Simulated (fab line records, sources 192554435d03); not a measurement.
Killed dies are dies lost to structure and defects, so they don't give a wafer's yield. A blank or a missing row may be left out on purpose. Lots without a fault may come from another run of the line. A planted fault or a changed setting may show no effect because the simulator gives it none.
fab line records | flow n5_finfet
record lots=24 wafers=72 last_day=18
route steps=1938 shown BEOL_M2@890 BEOL_M3@931
lots that met no fault: from a run of the same line without faults
start_h: hours from the record's first day to the start of the lot's first wafer shown | wait_h: hours since the lot's step before | " the same as in the row above | L1.1+2: a row that stands for several wafers | - no value, or no start given | * or withheld: withheld | < > ~ a bound
route shown NAME@n: a module of which the file shows steps, and the number in the route of the first | usual: mean/standard deviation of fault-free wafers | same: alike in all rows | chamber/n: place in a boat | sites: the reading at each site | _std_site: their standard deviation | _edge_site: outer sites' mean less inner sites' | radius_mm: how far each site lies from the wafer's centre | mask NAME#n: copy n | behind: the tool/chamber that last shaped the wafer | hold: why the lot was held/for how many hours/how that ended | device: the transistor (n, p or np) that didn't switch | end of line: the same wafers' tests at the end of the route | a step without rows: its recipe alone | killed: dies lost to structure and defects at the first sort, not the wafer's yield | map: a wafer's dies, x killed, . not, _ none there
set.NAME: the setting as run; set.NAME@STEP: as run at that earlier step | model.NAME: the simulator's own value behind a step, which no gauge read
steps of the route over a sample of lots; a table a step, a row a wafer
services: from which hour (start_h, from the record's first day; less than 0 if before it) a tool's chamber was out of use, for how many hours, and why
## steps
# step N5_BEOL_M2_TRENCH_ETCH_37
# recipe chemistry=C4F6/O2 target_depth_a=555.55 target=SiOC time_s=29.2 ion_energy_ev=250 pressure_mtorr=30 source_w=355 bias_w=185 Ar_flow_sccm=300 C4F6_flow_sccm=10 O2_flow_sccm=10
# usual drypump_motor_current_A=5.6/0.41 mfc_ar_sccm=299.9/0.83 oes_o_777_au=0.81/0.097 oes_product_au=0.81/0.091 rf_fwd_power_W=349.9/1.5 rf_vpp_V=668/20 showerhead_plenum_p_Torr=2.90/0.11 throttle_valve_pct=20.92/0.26
# columns lot.wafer tool chamber start_h wait_h drypump_motor_current_A mfc_ar_sccm oes_o_777_au oes_product_au rf_fwd_power_W rf_hours_counter_h rf_vpp_V showerhead_plenum_p_Torr throttle_valve_pct
L074.1 rie_diel-01 2 - - 5.9 300.7 0.74 0.70 349.6 246 647 2.70 21.36
L074.5 " 2 " " 5.9 298.8 0.74 0.70 349.4 - 648 2.70 21.35
L074.6 " 3 " " 5.6 300.2 0.80 0.80 347.8 - 673 2.88 20.63
L075.3 rie_diel-05 0 - - 4.7 300.6 0.93 0.90 353.9 26 650 2.92 20.63
L075.4 " 1 " " 5.6 300.6 0.81 0.81 349.1 102 702 2.74 20.83
L075.6 " 1 " " 5.6 299.6 0.81 0.81 349.2 - 702 2.74 20.83
L076.1 rie_diel-01 1 - - 5.1 301.2 0.72 0.70 350.7 211 637 2.94 21.26
L076.3 " 2 " " 5.9 299.7 0.73 0.69 349.3 252 647 2.70 21.37
L076.5 " 3 " " 5.6 298.4 0.79 0.79 348.5 - 674 2.88 20.62
L077.1 rie_diel-01 1 - - 5.0 300.6 0.71 0.70 350.1 213 636 2.94 21.25
L077.4 " 1 " " 5.0 300.6 0.71 0.69 350.3 - 636 2.94 21.23
L077.5 " 2 " " 5.9 299.3 0.73 0.69 348.0 - 645 2.70 21.36
L078.1 rie_diel-03 3 - - 5.4 300.2 0.78 0.80 348.7 79 695 3.00 20.82
L078.3 " 2 " " 6.0 299.6 0.89 0.92 349.2 31 684 3.04 20.67
L078.5 " 0 " " 5.5 300.3 0.67 0.72 350.2 - 661 2.73 21.38
L079.2 rie_diel-05 1 - - 5.6 299.5 0.81 0.79 349.9 111 704 2.74 20.83
L079.3 " 0 " " 4.7 300.5 0.91 0.88 351.6 35 649 2.92 20.63
L079.6 " 0 " " 4.7 298.8 0.91 0.87 351.5 - 649 2.92 20.64
L080.3 rie_diel-03 0 - - 5.5 300.3 0.67 0.71 350.4 183 662 2.73 21.38
L080.5 " 0 " " 5.5 300.7 0.67 0.71 349.5 - 661 2.73 21.39
L080.6 " 2 " " 6.0 299.7 0.88 0.90 351.6 - 685 3.03 20.68
L081.1 rie_diel-01 1 - - 5.0 300.8 0.71 0.68 348.3 225 635 2.93 21.26
L081.3 " 0 " " 5.8 299.3 0.94 0.93 350.4 11 657 2.93 20.94
L081.6 " 3 " " 5.6 301.5 0.78 0.78 347.9 - 674 2.87 20.63
L083.1 rie_diel-01 0 - - 5.8 298.9 0.93 0.92 350.3 15 656 2.93 20.95
L083.2 " 1 " " 5.0 299.6 0.71 0.68 348.8 229 634 2.93 21.27
L083.3 " 3 " " 5.6 298.7 0.78 0.77 349.5 115 675 2.87 20.64
L082.1 rie_diel-03 3 - - 5.4 299.5 0.75 0.79 349.4 95 695 2.99 20.84
L082.4 " 0 " " 5.5 299.6 0.67 0.71 351.6 193 659 2.73 21.39
L082.5 " 2 " " 6.0 299.4 0.86 0.89 349.4 - 685 3.03 20.69
L084.2 rie_diel-03 3 - - 5.4 300.7 0.76 0.78 349.9 99 694 2.99 20.83
L084.4 " 0 " " 5.5 299.2 0.66 0.70 351.6 196 660 2.73 21.41
L084.5 " 2 " " 6.0 300.7 0.86 0.87 351.3 - 684 3.03 20.71
L085.1 rie_diel-05 3 - - 6.3 299.3 0.89 0.88 349.7 39 684 2.82 20.56
L085.3 " 1 " " 5.5 301.0 0.78 0.78 350.1 131 702 2.73 20.86
L085.6 " 2 " " 5.7 298.9 0.70 0.66 354.1 - 640 2.76 20.88
L086.1 rie_diel-03 1 - - 5.0 298.1 0.95 0.92 347.0 14 676 3.03 20.82
L086.3 " 0 " " 5.5 300.9 0.66 0.70 350.9 198 660 2.73 21.41
L086.4 " 3 " " 5.4 299.3 0.76 0.79 351.6 101 694 2.99 20.88
L087.1 rie_diel-03 3 - - 5.5 299.4 0.75 0.78 348.0 101 695 2.99 20.85
L087.2 " 0 " " 5.5 300.0 0.66 0.70 349.7 198 660 2.73 21.42
L087.5 " 1 " " 5.0 300.0 0.94 0.91 347.2 - 675 3.03 20.81
L088.3 rie_diel-01 0 - - 5.8 298.8 0.90 0.90 349.7 27 656 2.92 20.96
L088.4 " 2 " " 5.9 301.3 0.97 0.94 348.9 16 656 3.03 20.95
L088.5 " 1 " " 5.0 300.6 0.69 0.67 351.3 - 635 2.92 21.27
L089.2 rie_diel-01 0 - - 5.8 299.3 0.90 0.90 349.0 28 657 2.92 20.94
L089.3 " 2 " " 5.9 298.4 0.96 0.93 349.6 17 657 3.03 20.95
L089.5 " 0 " " 5.8 301.4 0.90 0.89 349.3 - 656 2.92 20.98
L090.2 rie_diel-03 2 - - 6.0 300.3 0.85 0.88 349.0 58 685 3.02 20.74
L090.5 " 3 " " 5.4 298.4 0.76 0.79 349.4 - 693 2.99 20.85
L090.6 " 2 " " 6.0 299.9 0.85 0.87 349.7 - 684 3.02 20.71
L091.2 rie_diel-01 0 - - 5.7 300.6 0.88 0.89 349.8 31 658 2.92 20.95
L091.5 " 1 " " 5.0 300.1 0.70 0.68 351.2 - 636 2.92 21.31
L091.6 " 2 " " 5.9 299.9 0.96 0.93 350.3 - 657 3.03 20.95
L092.1 rie_diel-01 1 - - 5.0 300.4 0.69 0.67 351.9 247 636 2.92 21.30
L092.2 " 0 " " 5.7 299.5 0.88 0.88 350.6 33 656 2.92 20.98
L092.5 " 3 " " 5.6 301.7 0.77 0.75 348.7 - 674 2.86 20.69
L093.3 rie_diel-05 0 - - 4.7 300.0 0.86 0.83 350.5 67 649 2.90 20.68
L093.4 " 0 " " 4.7 298.1 0.87 0.82 351.7 - 648 2.90 20.69
L093.6 " 3 " " 6.3 300.1 0.87 0.86 349.0 - 684 2.82 20.59
L094.3 rie_diel-01 0 - - 5.8 300.0 0.86 0.87 348.5 43 657 2.91 20.98
L094.4 " 3 " " 5.6 299.1 0.74 0.75 349.4 - 673 2.86 20.70
L094.5 " 2 " " 5.9 300.5 0.94 0.91 351.3 - 656 3.02 20.97
L095.1 rie_diel-05 1 - - 5.6 301.3 0.77 0.76 350.9 153 701 2.72 20.92
L095.4 " 0 " " 4.7 300.7 0.86 0.82 353.2 - 649 2.90 20.71
L095.6 " 1 " " 5.6 300.9 0.77 0.76 349.7 - 702 2.72 20.89
L096.2 rie_diel-03 3 - - 5.4 299.7 0.73 0.76 350.0 119 694 2.98 20.87
L096.3 " 2 " " 6.0 299.6 0.83 0.85 350.3 75 685 3.02 20.75
L096.4 " 1 " " 5.0 301.9 0.89 0.88 349.4 32 677 3.03 20.84
L097.1 rie_diel-03 0 - - 5.5 300.3 0.65 0.69 351.1 221 661 2.71 21.46
L097.3 " 3 " " 5.4 300.0 0.73 0.76 349.7 122 693 2.98 20.86
L097.6 " 3 " " 5.4 299.9 0.74 0.76 349.6 - 695 2.98 20.89
# step N5_BEOL_M2_ANNEAL_95
# recipe temp_c=400 time_s=240 ambient=vacuum
# usual heater_power_w=811/80
# columns lot.wafer tool chamber start_h wait_h heater_power_w
L074.1 pvd_sputter-03 - 138.94 0.0 940
L074.5 " - " " 716
L074.6 " - " " 807
L075.3 pvd_sputter-01 - 143.95 0.0 759
L075.4 " - " " 825
L075.6 " - " " 848
L076.1 pvd_sputter-02 - 156.40 0.0 679
L076.3 " - " " 843
L076.5 " - " " 821
L077.1 pvd_sputter-02 - 161.28 0.0 840
L077.4 " - " " 683
L077.5 " - " " 657
L078.1 pvd_sputter-01 - 165.95 0.0 880
L078.3 " - " " 746
L078.5 " - " " 805
L079.2 pvd_sputter-02 - 167.90 0.0 842
L079.3 " - " " 685
L079.6 " - " " 868
L080.3 pvd_sputter-02 - 183.15 0.0 847
L080.5 " - " " 889
L080.6 " - " " 835
L081.1 pvd_sputter-02 - 185.15 0.0 802
L081.3 " - " " 845
L081.6 " - " " 706
L083.1 pvd_sputter-02 - 200.76 0.0 860
L083.2 " - " " 820
L083.3 " - " " 871
L082.1 pvd_sputter-02 - 210.76 0.0 905
L082.4 " - " " 810
L082.5 " - " " 704
L084.2 pvd_sputter-01 - 222.87 0.0 807
L084.4 " - " " 741
L084.5 " - " " 911
L085.1 pvd_sputter-01 - 227.39 0.0 824
L085.3 " - " " 931
L085.6 " - " " 861
L086.1 pvd_sputter-03 - 227.64 0.0 930
L086.3 " - " " 685
L086.4 " - " " 786
L087.1 pvd_sputter-03 - 229.48 0.0 703
L087.2 " - " " 795
L087.5 " - " " 693
L088.3 pvd_sputter-02 - 233.82 0.0 817
L088.4 " - " " 706
L088.5 " - " " 840
L089.2 pvd_sputter-03 - 238.41 0.0 785
L089.3 " - " " 697
L089.5 " - " " 718
L090.2 pvd_sputter-01 - 238.95 0.0 742
L090.5 " - " " 744
L090.6 " - " " 876
L091.2 pvd_sputter-01 - 245.79 0.0 862
L091.5 " - " " 812
L091.6 " - " " 942
L092.1 pvd_sputter-03 - 252.39 0.0 719
L092.2 " - " " 959
L092.5 " - " " 823
L093.3 pvd_sputter-03 - 263.67 0.0 801
L093.4 " - " " 702
L093.6 " - " " 924
L094.3 pvd_sputter-02 - 278.21 0.0 820
L094.4 " - " " 866
L094.5 " - " " 853
L095.1 pvd_sputter-03 - 283.97 0.0 733
L095.4 " - " " 942
L095.6 " - " " 701
L096.2 pvd_sputter-02 - 284.39 0.0 887
L096.3 " - " " 830
L096.4 " - " " 814
L097.1 pvd_sputter-01 - 289.70 0.0 888
L097.3 " - " " 820
L097.6 " - " " 916
# step N5_BEOL_M2_ANNEAL_51
# recipe temp_c=225 time_s=90 ambient=N2
# usual anneal_temp_c_max=226.04/0.25 wafer_temp_C_max=225.8/0.31
# columns lot.wafer tool chamber start_h wait_h anneal_temp_c_max wafer_temp_C_max
L074.1 rtp_anneal-01 0 139.48 0.3 225.77 225.7
L074.5 " 0 " " 225.96 225.7
L074.6 " 0 " " 226.28 226.0
L075.3 rtp_anneal-01 0 144.38 0.1 225.90 225.5
L075.4 " 0 " " 225.57 225.7
L075.6 " 0 " " 226.26 225.8
L076.1 rtp_anneal-01 0 156.73 0.1 226.10 225.3
L076.3 " 0 " " 226.00 225.9
L076.5 " 0 " " 225.57 225.8
L077.1 rtp_anneal-01 0 161.62 0.1 226.18 225.9
L077.4 " 0 " " 225.71 225.8
L077.5 " 0 " " 226.02 226.1
L078.1 rtp_anneal-02 0 166.32 0.1 226.45 225.9
L078.3 " 0 " " 226.05 225.9
L078.5 " 0 " " 226.15 226.0
L079.2 rtp_anneal-02 0 168.28 0.1 225.78 226.2
L079.3 " 0 " " 225.82 226.1
L079.6 " 0 " " 225.77 226.3
L080.3 rtp_anneal-01 0 183.73 0.3 225.84 225.9
L080.5 " 0 " " 225.81 225.9
L080.6 " 0 " " 226.12 225.8
L081.1 rtp_anneal-02 0 185.48 0.1 226.05 226.5
L081.3 " 0 " " 226.09 226.1
L081.6 " 0 " " 226.00 226.4
L083.1 rtp_anneal-02 0 201.09 0.1 226.09 225.7
L083.2 " 0 " " 226.31 226.5
L083.3 " 0 " " 226.38 226.1
L082.1 rtp_anneal-01 0 211.09 0.1 225.74 225.5
L082.4 " 0 " " 226.28 225.6
L082.5 " 0 " " 226.03 225.3
L084.2 rtp_anneal-01 0 223.25 0.1 226.47 225.8
L084.4 " 0 " " 225.79 225.4
L084.5 " 0 " " 226.03 225.3
L085.1 rtp_anneal-01 0 227.72 0.1 225.93 225.7
L085.3 " 0 " " 225.94 225.6
L085.6 " 0 " " 226.04 225.7
L086.1 rtp_anneal-02 0 227.98 0.1 226.35 225.9
L086.3 " 0 " " 226.33 226.3
L086.4 " 0 " " 226.72 226.2
L087.1 rtp_anneal-01 0 229.82 0.1 225.96 225.6
L087.2 " 0 " " 226.21 225.5
L087.5 " 0 " " 226.07 225.8
L088.3 rtp_anneal-02 0 234.24 0.1 226.31 226.5
L088.4 " 0 " " 226.50 226.4
L088.5 " 0 " " 226.21 226.4
L089.2 rtp_anneal-02 0 238.79 0.1 226.17 225.6
L089.3 " 0 " " 226.31 225.9
L089.5 " 0 " " 226.26 225.9
L090.2 rtp_anneal-01 0 239.38 0.2 226.09 225.6
L090.5 " 0 " " 225.90 225.9
L090.6 " 0 " " 225.94 225.5
L091.2 rtp_anneal-01 0 246.17 0.1 225.88 225.5
L091.5 " 0 " " 225.90 225.5
L091.6 " 0 " " 225.69 225.4
L092.1 rtp_anneal-01 0 252.73 0.1 225.62 225.5
L092.2 " 0 " " 226.09 225.9
L092.5 " 0 " " 226.00 225.7
L093.3 rtp_anneal-01 0 264.10 0.1 226.04 225.6
L093.4 " 0 " " 226.06 225.7
L093.6 " 0 " " 225.85 225.9
L094.3 rtp_anneal-01 0 278.73 0.2 225.92 225.8
L094.4 " 0 " " 225.91 225.6
L094.5 " 0 " " 226.02 226.0
L095.1 rtp_anneal-02 0 284.30 0.1 226.20 226.0
L095.4 " 0 " " 226.18 226.1
L095.6 " 0 " " 226.27 225.9
L096.2 rtp_anneal-02 0 284.77 0.1 226.01 226.2
L096.3 " 0 " " 226.33 226.3
L096.4 " 0 " " 226.49 226.0
L097.1 rtp_anneal-01 0 290.04 0.1 226.30 225.7
L097.3 " 0 " " 225.97 225.9
L097.6 " 0 " " 225.96 225.8
# step N5_BEOL_M2_INSPECT_59
# recipe inspect_instrument=darkfield mode=post_dep
# usual raw_defect_count=67/21
# columns lot.wafer tool chamber start_h wait_h raw_defect_count
L074.1 defect_inspect-02 - 140.43 0.0 53
L074.5 " - " " 53
L074.6 " - " " 66
L075.3 defect_inspect-01 - 145.17 0.0 90
L075.4 " - " " 53
L075.6 " - " " 59
L076.1 defect_inspect-02 - 157.61 0.0 50
L076.3 " - " " 38
L076.5 " - " " 43
L077.1 defect_inspect-01 - 162.77 0.0 61
L077.4 " - " " 52
L077.5 " - " " 71
L078.1 defect_inspect-02 - 167.21 0.0 45
L078.3 " - " " 48
L078.5 " - " " 47
L079.2 defect_inspect-02 - 169.15 0.0 42
L079.3 " - " " 57
L079.6 " - " " 102
L080.3 defect_inspect-02 - 184.53 0.0 60
L080.5 " - " " 52
L080.6 " - " " 62
L081.1 defect_inspect-01 - 186.36 0.0 53
L081.3 " - " " 68
L081.6 " - " " 93
L083.1 defect_inspect-01 - 202.04 0.0 59
L083.2 " - " " 53
L083.3 " - " " 42
L082.1 defect_inspect-01 - 211.97 0.0 72
L082.4 " - " " 76
L082.5 " - " " 47
L084.2 defect_inspect-02 - 224.08 0.0 68
L084.4 " - " " 56
L084.5 " - " " 58
L085.1 defect_inspect-02 - 228.65 0.0 116
L085.3 " - " " 72
L085.6 " - " " 121
L086.1 defect_inspect-02 - 228.85 0.0 50
L086.3 " - " " 35
L086.4 " - " " 66
L087.1 defect_inspect-01 - 230.69 0.0 67
L087.2 " - " " 49
L087.5 " - " " 78
L088.3 defect_inspect-01 - 235.03 0.0 117
L088.4 " - " " 55
L088.5 " - " " 79
L089.2 defect_inspect-02 - 239.62 0.0 66
L089.3 " - " " 77
L089.5 " - " " 82
L090.2 defect_inspect-01 - 240.52 0.0 64
L090.5 " - " " 95
L090.6 " - " " 66
L091.2 defect_inspect-02 - 247.01 0.0 70
L091.5 " - " " 80
L091.6 " - " " 90
L092.1 defect_inspect-01 - 253.60 0.0 48
L092.2 " - " " 65
L092.5 " - " " 55
L093.3 defect_inspect-01 - 264.89 0.0 88
L093.4 " - " " 126
L093.6 " - " " 101
L094.3 defect_inspect-02 - 279.52 0.0 67
L094.4 " - " " 62
L094.5 " - " " 77
L095.1 defect_inspect-01 - 285.20 0.0 36
L095.4 " - " " 73
L095.6 " - " " 66
L096.2 defect_inspect-01 - 285.61 0.0 65
L096.3 " - " " 67
L096.4 " - " " 81
L097.1 defect_inspect-02 - 290.95 0.0 135
L097.3 " - " " 71
L097.6 " - " " 62
# step N5_BEOL_M3_ILD_DEP_00
# recipe material=SiOC target_thk_a=790 temp_c=350 precursor=DEMS/O2 pressure_torr=5 rf_w=500 time_s=15.3
# usual chamber_pressure_Torr=5.000/0.012 heater_power_w=494/83 rf_fwd_power_W=493.6/2.1 showerhead_plenum_p_Torr=5.694/0.014 throttle_valve_pct=12.1/0.67
# columns lot.wafer tool chamber start_h wait_h chamber_pressure_Torr heater_power_w rf_fwd_power_W showerhead_plenum_p_Torr throttle_valve_pct
L074.1 pecvd-02 1 140.47 0.0 4.995 516 489.3 5.672 12.6
L074.5 " 2 " " 5.010 473 494.4 5.706 11.2
L074.6 " 1 " " 5.013 509 490.8 5.687 12.4
L075.3 pecvd-03 1 145.20 0.0 4.999 467 491.5 5.727 12.3
L075.4 " 1 " " 5.007 465 489.9 5.722 12.1
L075.6 " 2 " " 4.992 463 491.5 5.686 11.4
L076.1 pecvd-01 2 157.65 0.0 4.999 463 497.0 5.711 10.7
L076.3 " 0 " " 5.029 486 497.0 5.678 11.4
L076.5 " 0 " " 5.019 499 494.5 5.676 11.4
L077.1 pecvd-03 1 162.81 0.0 5.003 574 493.2 5.725 12.3
L077.4 " 1 " " 5.003 585 490.4 5.724 12.2
L077.5 " 2 " " 4.993 445 491.7 5.678 11.8
L078.1 pecvd-01 0 167.25 0.0 5.029 430 496.2 5.683 11.2
L078.3 " 2 " " 4.999 443 495.6 5.703 10.6
L078.5 " 0 " " 5.013 439 496.8 5.682 11.5
L079.2 pecvd-02 0 169.18 0.0 5.003 559 497.0 5.689 12.9
L079.3 " 1 " " 4.990 517 494.6 5.673 12.7
L079.6 " 0 " " 5.015 560 493.0 5.692 12.5
L080.3 pecvd-03 1 184.57 0.0 4.999 513 492.4 5.709 12.2
L080.5 " 2 " " 5.005 392 488.5 5.694 11.9
L080.6 " 0 " " 4.981 698 496.4 5.687 12.2
L081.1 pecvd-02 1 186.40 0.0 5.019 492 493.7 5.681 12.4
L081.3 " 2 " " 4.960 432 494.3 5.682 11.3
L081.6 " 2 " " 4.997 439 492.9 5.681 11.5
L083.1 pecvd-02 2 202.08 0.0 5.022 435 491.6 5.705 11.2
L083.2 " 1 " " 4.992 479 493.0 5.672 12.8
L083.3 " 0 " " 4.989 517 496.0 5.701 12.7
L082.1 pecvd-02 1 212.01 0.0 4.986 521 491.1 5.682 12.7
L082.4 " 2 " " 5.000 451 490.3 5.705 11.0
L082.5 " 1 " " 4.985 516 491.8 5.670 12.7
L084.2 pecvd-01 1 224.12 0.0 5.002 366 496.6 5.726 12.7
L084.4 " 2 " " 5.017 487 494.9 5.703 10.5
L084.5 " 1 " " 5.004 362 497.5 5.711 12.6
L085.1 pecvd-02 2 228.69 0.0 4.993 386 494.7 5.704 11.1
L085.3 " 1 " " 4.996 520 491.5 5.676 12.3
L085.6 " 1 " " 5.002 512 492.4 5.691 12.5
L086.1 pecvd-02 1 228.89 0.0 4.976 523 492.4 5.680 12.7
L086.3 " 0 " " 5.001 526 493.6 5.679 12.7
L086.4 " 2 " " 5.014 393 489.4 5.687 11.3
L087.1 pecvd-01 0 230.73 0.0 5.002 462 498.8 5.672 11.5
L087.2 " 2 " " 5.025 438 493.7 5.702 10.8
L087.5 " 1 " " 5.004 416 496.8 5.723 12.7
L088.3 pecvd-02 0 235.07 0.0 4.984 504 495.5 5.695 12.9
L088.4 " 0 " " 5.003 509 493.1 5.699 12.6
L088.5 " 1 " " 5.002 431 492.9 5.696 12.9
L089.2 pecvd-02 2 239.66 0.0 4.997 463 493.8 5.694 11.6
L089.3 " 0 " " 4.995 493 495.3 5.687 12.8
L089.5 " 2 " " 5.006 458 493.4 5.691 11.3
L090.2 pecvd-02 0 240.56 0.0 5.002 495 495.5 5.697 12.6
L090.5 " 1 " " 5.008 476 491.4 5.676 12.5
L090.6 " 0 " " 4.986 495 495.2 5.683 12.7
L091.2 pecvd-02 2 247.04 0.0 5.001 477 493.3 5.702 11.3
L091.5 " 0 " " 5.001 472 493.9 5.678 12.3
L091.6 " 1 " " 4.989 426 494.3 5.689 12.5
L092.1 pecvd-03 1 253.64 0.0 5.018 548 494.0 5.718 12.2
L092.2 " 2 " " 5.007 429 494.6 5.690 12.1
L092.5 " 0 " " 4.992 629 496.3 5.691 12.5
L093.3 pecvd-03 2 264.92 0.0 5.004 456 493.5 5.688 11.9
L093.4 " 2 " " 5.025 445 492.8 5.673 12.0
L093.6 " 1 " " 4.992 490 493.2 5.718 12.1
L094.3 pecvd-02 2 279.55 0.0 5.000 401 493.3 5.678 11.5
L094.4 " 2 " " 5.028 411 493.2 5.689 11.3
L094.5 " 1 " " 4.981 428 491.1 5.694 12.8
L095.1 pecvd-03 2 285.23 0.0 4.988 430 491.7 5.694 11.9
L095.4 " 1 " " 5.004 574 492.6 5.716 12.1
L095.6 " 0 " " 4.996 745 493.7 5.696 12.3
L096.2 pecvd-01 1 285.64 0.0 5.014 360 496.4 5.703 12.6
L096.3 " 2 " " 4.982 485 495.0 5.691 10.7
L096.4 " 2 " " 4.982 483 494.6 5.713 11.0
L097.1 pecvd-03 0 290.98 0.0 4.993 705 492.4 5.697 12.5
L097.3 " 2 " " 4.997 449 491.0 5.687 12.3
L097.6 " 2 " " 4.998 450 491.6 5.699 12.0
# step N5_BEOL_M3_HM_DEP_02
# recipe material=TiN target_thk_a=200 temp_c=25 chamber_pressure_pa=0.49996
# usual throttle_valve_pct=29.9/1.1
# columns lot.wafer tool chamber start_h wait_h throttle_valve_pct
L074.1 pvd_sputter-02 - 144.03 3.4 28.9
L074.5 " - " " 29.6
L074.6 " - " " 31.6
L075.3 pvd_sputter-01 - 145.61 0.3 29.8
L075.4 " - " " 31.1
L075.6 " - " " 31.1
L076.1 pvd_sputter-02 - 161.58 3.8 29.7
L076.3 " - " " 28.7
L076.5 " - " " 29.8
L077.1 pvd_sputter-01 - 163.60 0.7 29.5
L077.4 " - " " 29.7
L077.5 " - " " 29.8
L078.1 pvd_sputter-03 - 169.01 1.6 28.6
L078.3 " - " " 31.7
L078.5 " - " " 31.7
L079.2 pvd_sputter-02 - 170.00 0.7 31.3
L079.3 " - " " 29.5
L079.6 " - " " 29.0
L080.3 pvd_sputter-02 - 187.41 2.7 29.9
L080.5 " - " " 31.7
L080.6 " - " " 30.0
L081.1 pvd_sputter-03 - 187.93 1.4 29.5
L081.3 " - " " 31.9
L081.6 " - " " 28.5
L083.1 pvd_sputter-01 - 202.53 0.3 29.1
L083.2 " - " " 31.0
L083.3 " - " " 30.0
L082.1 pvd_sputter-02 - 213.16 1.0 31.3
L082.4 " - " " 29.7
L082.5 " - " " 28.7
L084.2 pvd_sputter-02 - 224.76 0.5 28.6
L084.4 " - " " 29.8
L084.5 " - " " 29.6
L085.1 pvd_sputter-02 - 231.02 2.2 29.6
L085.3 " - " " 29.5
L085.6 " - " " 29.7
L086.1 pvd_sputter-01 - 231.11 2.1 31.3
L086.3 " - " " 29.7
L086.4 " - " " 29.8
L087.1 pvd_sputter-02 - 231.40 0.5 29.6
L087.2 " - " " 28.7
L087.5 " - " " 28.8
L088.3 pvd_sputter-03 - 236.05 0.9 28.5
L088.4 " - " " 29.7
L088.5 " - " " 29.8
L089.2 pvd_sputter-01 - 239.97 0.2 29.8
L089.3 " - " " 29.8
L089.5 " - " " 30.7
L090.2 pvd_sputter-02 - 242.46 1.8 31.3
L090.5 " - " " 28.7
L090.6 " - " " 29.7
L091.2 pvd_sputter-03 - 247.68 0.5 29.0
L091.5 " - " " 32.0
L091.6 " - " " 29.8
L092.1 pvd_sputter-03 - 254.53 0.8 29.4
L092.2 " - " " 31.9
L092.5 " - " " 29.6
L093.3 pvd_sputter-03 - 266.25 1.2 28.5
L093.4 " - " " 29.6
L093.6 " - " " 28.6
L094.3 pvd_sputter-02 - 280.13 0.5 29.8
L094.4 " - " " 31.4
L094.5 " - " " 28.7
L095.1 pvd_sputter-01 - 287.00 1.6 31.2
L095.4 " - " " 29.8
L095.6 " - " " 29.9
L096.2 pvd_sputter-03 - 287.01 1.2 29.6
L096.3 " - " " 28.4
L096.4 " - " " 28.3
L097.1 pvd_sputter-03 - 291.28 0.2 28.5
L097.3 " - " " 28.5
L097.6 " - " " 28.4
## services
# columns tool chamber start_h hours kind
rie_diel-03 - 114.49 14.6 pm
pecvd-03 1 117.28 10.5 repair
pecvd-02 2 118.84 6.7 repair
rie_diel-01 3 120.80 2.2 repair
rie_diel-01 1 123.00 5.2 repair
pvd_sputter-01 - 133.40 2.5 repair
rie_diel-01 0 141.30 - clean
rie_diel-01 0 141.30 - consumable_replace:focus_ring
rie_diel-01 0 141.30 18.6 scheduled_down
rie_diel-01 0 141.30 18.6 vent_cycle
pecvd-02 2 167.45 5.0 scheduled_down
rie_diel-03 0 167.94 1.8 repair
pecvd-01 0 168.30 5.9 repair
pecvd-02 0 182.67 2.3 repair
pecvd-02 - 184.08 0.6 repair
pecvd-03 - 209.60 1.2 repair
pecvd-02 0 231.33 2.1 scheduled_down
rie_diel-01 3 233.35 4.4 repair
pecvd-03 2 237.88 5.4 repair
rie_diel-05 2 248.24 5.7 repair
rtp_anneal-01 - 250.65 1.2 pm
rie_diel-03 1 260.43 9.6 repair
rie_diel-03 3 273.20 6.0 repair
rie_diel-05 - 280.28 28.1 pm
## key
fault none
